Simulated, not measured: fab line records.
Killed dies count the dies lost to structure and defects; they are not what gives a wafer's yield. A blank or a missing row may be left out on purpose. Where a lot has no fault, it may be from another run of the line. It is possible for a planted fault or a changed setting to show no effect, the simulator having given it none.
A struck lot beside a sound one || flow n5Finfet || 15 steps out of a route of 1938
Sound: the wafers L693.2, L693.3, L693.6. Wafers L686.1, L686.3, L686.6 were the ones struck. The cause comes at the end.
Order at every step that has rows: each side's tool, ch and its chambers, its first start. Under that, the readings that differ: sound wafers || struck wafers || difference of the means || sigmas: that difference in standard deviations of wafers without a fault.
alike: a reading whose means differ by less than 2 such deviations, as well as words and numbers matching on both sides. not compared: withheld readings; readings where some wafer has no value; bounds like >300 that might hide an equal value; numbers whose values overlap and for which the record gives no deviation.
Wherever a step has rows on one side only, a row that says differs or no value, or a row with sigmas, the two part there. Non-overlapping numbers with no deviation appear without sigmas and do not part them. A reading missing from all wafers of one side parts the sides only when that side holds two or more wafers.

N5_BEOL_M12_CD_MEAS_10: target cd 140 nm.
  sound on cdSem-01 ch 0, day 17 02:45; struck on cdSem-03 ch 0, day 14 13:27
  alike: cdNm
N5_BEOL_M12_OVL_MEAS_11:
  sound on overlay-02 ch 0, day 17 02:47; struck on overlay-02 ch 0, day 14 13:29
  alike: V11_OVL
N5_BEOL_M12_INSPECT_12: inspects for defects (macro).
  sound: defectInspect-02 at day 17 02:49; struck: defectInspect-02 at day 14 13:31
  alike: rawDefectCount
N5_BEOL_M12_DESCUM_15: chemistry O2, time 7.9 s.
  sound on rieDiel-01 ch 0,1,2, day 17 02:50; struck on rieDiel-05 ch 0,1,2, day 14 13:35
  alike: drypumpMotorCurrentA, oesProductAu, rfVppV, showerheadPlenumPTorr, throttleValvePct
  not compared: rfHoursCounterH
N5_BEOL_M12_ETCH_59: etches BARC in N2/H2, target depth 89 nm, overetch 26.7 nm, time 67.9 s.
  sound on rieDiel-01 ch 0,1,2, day 17 02:52; struck on rieDiel-05 ch 0,1,2, day 14 13:38
  alike: drypumpMotorCurrentA, oesProductAu, rfVppV, showerheadPlenumPTorr, throttleValvePct
  not compared: rfHoursCounterH
N5_BEOL_M12_VIA_ETCH_16: etches SiOC in C4F8/O2/Ar, target depth 724.8 nm.
  sound on rieDiel-01 ch 0,1,2, day 17 02:56; struck on rieDiel-05 ch 0,1,2, day 14 13:41
  alike: drypumpMotorCurrentA, oesProductAu, rfVppV, showerheadPlenumPTorr, throttleValvePct
N5_BEOL_M12_STRIP_63: strips in N2/H2.
  sound on plasmaAsher-01 ch 0,1, day 17 03:08; struck on plasmaAsher-01 ch 0,1, day 14 14:08
  alike: drypumpMotorCurrentA, heaterPowerW, oesProductAu, stripTimeToEndpointS
  not compared: rfHoursCounterH
N5_BEOL_M12_STRIP_64: strips in N2/H2.
  sound on plasmaAsher-01 ch 0,1, day 17 03:11; struck on plasmaAsher-01 ch 0,1, day 14 14:11
  alike: drypumpMotorCurrentA, heaterPowerW, oesProductAu, stripTimeToEndpointS
  not compared: rfHoursCounterH
then, 2 steps without rows for these wafers: N5_BEOL_M12_STRIP_71 (strips in post etch residue remover, time 60 s); N5_BEOL_M12_SRD_72 (time 30 s, dry time 30 s).
N5_BEOL_M12_CD_MEAS_17: target cd 140 nm.
  sound: cdSem-03 at day 17 03:23; struck: cdSem-03 at day 14 14:35
  alike: cdNm
then, 1 step without rows for these wafers: N5_BEOL_M12_COAT_65 (time 60 s, resist thk 300 nm).
N5_BEOL_M12_COAT_66: time 60 s, resist thk 110 nm.
  sound on lithoTrack-04 ch 0, day 17 03:25; struck on lithoTrack-02 ch 0, day 14 14:37
{"reading": "heaterPowerTotalW (W)", "sound": "429.5 426.5 427.1", "struck": "419.0 416.5 416.9", "difference": -10.2, "sigmas": -5}
{"reading": "plateTempC (C)", "sound": "220.11 220.04 220.14", "struck": "215.66 215.72 215.80", "difference": -4.37, "sigmas": -24}
then, 1 step without rows for these wafers: N5_BEOL_M12_COAT_22 (resist thk 300 nm).
N5_PASSIVATION_PROBE_49:
  only the struck wafers here have rows in the record (prober-02, day 16 05:56); the sound ones have none

== WHERE THEY PART ==
First at N5_BEOL_M12_COAT_66; last, within this record, at N5_PASSIVATION_PROBE_49.

WHY: what had been put in by the simulator
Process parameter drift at N5_BEOL_M12_COAT_66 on lithoTrack-02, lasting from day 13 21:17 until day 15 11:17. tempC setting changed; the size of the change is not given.
